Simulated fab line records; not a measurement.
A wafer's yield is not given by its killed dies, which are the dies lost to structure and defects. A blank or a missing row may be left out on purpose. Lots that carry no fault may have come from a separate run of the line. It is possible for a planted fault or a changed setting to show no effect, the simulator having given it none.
Chamber matching | flow nandHarc | NHARC_P_BONDPAD_DESCUM_11 on rieDiel-10: 4 sister chambers
The step chemistry O2, time 3 s. 8 wafers are shown with their chamber, then 9 later ones without.

WAFERS, EACH WITH ITS CHAMBER
wafer  | chamber | drypumpMotorCurrentA (A) | showerheadPlenumPTorr (Torr)
L077.6 | 1       | 5.74                     | 1.97
L087.3 | 1       | 5.74                     | 1.96
L089.1 | 2       | 5.61                     | 2.05
L089.2 | 0       | 6.21                     | 1.81
L089.5 | 3       | 5.36                     | 1.92
L088.1 | 2       | 5.59                     | 2.05
L088.2 | 0       | 6.22                     | 1.81
L088.3 | 3       | 5.39                     | 1.93

WAFERS WHOSE CHAMBER IS MISSING
wafer  | drypumpMotorCurrentA (A) | showerheadPlenumPTorr (Torr)
L090.2 | 5.38                     | 1.93
L090.5 | 5.62                     | 2.05
L090.6 | 5.75                     | 1.96
L092.1 | 5.39                     | 1.92
L092.4 | 5.59                     | 2.05
L092.6 | 6.22                     | 1.81
L097.3 | 6.19                     | 1.81
L097.4 | 5.59                     | 2.05
L097.6 | 5.74                     | 1.96

CHAMBER TAKEN BY EACH
wafer  | from the rows above | in truth
L090.2 | 3                   | 3
L090.5 | 2                   | 2
L090.6 | 1                   | 1
L092.1 | 3                   | 3
L092.4 | 2                   | 2
L092.6 | 0                   | 0
L097.3 | 0                   | 0
L097.4 | 2                   | 2
L097.6 | 1                   | 1
Correct placement for 9 of the 9. From these rows, 0 cannot be placed. Number placed wrongly: 0.
How it was worked out, from the rows above alone: a wafer's distance from a chamber is the root of the sum, over the readings, of the square of ((its reading less the chamber's mean) divided by the reading's scatter). The wafer belongs to the nearest chamber; if the next one is less than 2 further off, it can't be placed. A chamber's mean is the mean of its shown wafers. The scatter is the square root of a quotient: the sum, over the shown wafers, of each reading's squared deviation from its chamber's mean, divided by wafers minus chambers.
